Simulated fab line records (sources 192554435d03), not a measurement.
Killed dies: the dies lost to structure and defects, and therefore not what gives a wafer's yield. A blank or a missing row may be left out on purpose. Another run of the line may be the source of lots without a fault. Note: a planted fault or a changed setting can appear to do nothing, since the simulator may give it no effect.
A struck lot beside a sound one / flow n5Finfet / 27 steps out of a route of 1938
Sound: these wafers, L900.2, L900.3, L900.4. The struck wafers were L911.3, L911.5, L911.6. At the end, the cause is stated.
Per side, at each step with rows, come the tool, then ch with its chambers, and then its first start. Under that, the readings that differ: sound wafers / struck wafers / difference of the means / sigmas: that difference in standard deviations of wafers without a fault.
alike: readings with means less than 2 such deviations apart, plus words and numbers identical on both sides. not compared: withheld readings, readings lacking a value on some wafer, bounds such as >300 that could conceal the same value, and numbers that have no deviation in the record and whose values overlap.
A row with sigmas, a row that says differs or no value, or rows on one side alone: a step with any of these is where the two part. When numbers do not overlap yet have no deviation, they are printed without sigmas and do not part them. A reading that every wafer of one side lacks parts them only if that side has two wafers or more.

first, 9 steps without rows for these wafers: N5_BEOL_M5_DESCUM_16 (chemistry O2, time 7 s); N5_BEOL_M5_ETCH_72 (etches underlayer in N2/H2, target depth 6.5 nm, time 5.2 s); N5_BEOL_M5_ETCH_61 (etches SiARC in CF4, target depth 15.6 nm, time 26 s); N5_BEOL_M5_ETCH_62 (etches SOC in N2/H2, target depth 75 nm, overetch 15 nm, time 112.5 s); N5_BEOL_M5_STRIP_63 (strips in N2/H2); N5_BEOL_M5_STRIP_73 (strips in N2/H2); N5_BEOL_M5_STRIP_64 (strips in CF4); N5_BEOL_M5_HM_OPEN_17 (chemistry Cl2/BCl3, target TiN, target depth 20 nm, overetch 6 nm); N5_BEOL_M5_STRIP_19 (strips in O2).
N5_BEOL_M5_COAT_65: time 60 s, resist thk 60 nm.
  sound on lithoTrack-05 ch 0, day 11 06:13; struck on lithoTrack-05 ch 0, day 13 19:23
reading=spinSpeedRpm (rpm); sound=1499.3 1499.4 1498.7; struck=1220.0 1218.8 1219.2; difference=-279.8; sigmas=-99 or more
reading=model.SOC_of_BEOL_M5_COAT_65.thkNm (nm); sound=59.8 60 60; struck=66.4 66.4 66.2; difference=+6.4; sigmas=
then, 11 steps without rows for these wafers: N5_BEOL_M5_COAT_66 (time 60 s, resist thk 12 nm); N5_BEOL_M5_COAT_74 (time 60 s, resist thk 5 nm); N5_BEOL_M5_COAT_22 (resist thk 30 nm); N5_BEOL_M5_EBR_24; N5_BEOL_M5_SOFTBAKE_23 (time 60 s); N5_BEOL_M5_EXPOSE_25 (exposes mask V4, defocus 10 nm); N5_BEOL_M5_PEB_26 (peb time 60 s); N5_BEOL_M5_DEVELOP_27 (develop time 30 s); N5_BEOL_M5_DESCUM_33 (chemistry O2, time 7 s); N5_BEOL_M5_ETCH_75 (etches underlayer in N2/H2, target depth 6.5 nm, time 5.2 s); N5_BEOL_M5_ETCH_67 (etches SiARC in CF4, target depth 15.6 nm, time 26 s).
N5_BEOL_M5_ETCH_68: etches SOC in N2/H2, target depth 80 nm, overetch 16 nm, time 120 s.
  sound on rieDiel-02 ch 0,1,3, day 11 07:10; struck on rieDiel-03 ch 0,2,3, day 13 20:17
reading=model.etch.depthNm (nm); sound=59.73 59.93 59.99; struck=66.37 66.34 66.29; difference=+6.45; sigmas=
  alike: chamberPressureMTorr, drypumpMotorCurrentA, oesProductAu, rfVppV, showerheadPlenumPTorr, throttleValvePct
  not compared: rfHoursCounterH
then, 2 steps without rows for these wafers: N5_BEOL_M5_STRIP_69 (strips in N2/H2); N5_BEOL_M5_STRIP_76 (strips in N2/H2).
N5_BEOL_M5_VIA_ETCH_34: etches SiCOH lowk in C4F6/O2, target depth 88.3 nm, time 39.2 s.
  sound on rieDiel-02 ch 0,1,3, day 11 07:16; struck on rieDiel-03 ch 0,2,3, day 13 20:23
reading=model.SOC_of_BEOL_M5_COAT_65.thkNm (nm); sound=55.4 55.8 56; struck=62.2 62.4 62; difference=+6.5; sigmas=
  alike: O2_flow_sccm, chamberPressureMTorr, drypumpMotorCurrentA, oesProductAu, rfVppV, showerheadPlenumPTorr, throttleValvePct
  not compared: rfHoursCounterH
then, 1 step without rows for these wafers: N5_BEOL_M5_STRIP_85 (strips in C4F6/O2).
-- record jumps: 4 days separate the struck wafers' starts on either side; left off in module BEOL_M5, taken up again in module PASSIVATION, whose first shown step is the route's number 1936 --
N5_PASSIVATION_PROBE_49:
  rows exist in the record for the struck wafers here (prober-02, day 17 12:32), but not for the sound ones

== WHERE THEY PART ==
Earliest at N5_BEOL_M5_COAT_65; latest, in this record, at N5_PASSIVATION_PROBE_49.

WHY: the cause the simulator had injected
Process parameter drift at N5_BEOL_M5_COAT_65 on lithoTrack-05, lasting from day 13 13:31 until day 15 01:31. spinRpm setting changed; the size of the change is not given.
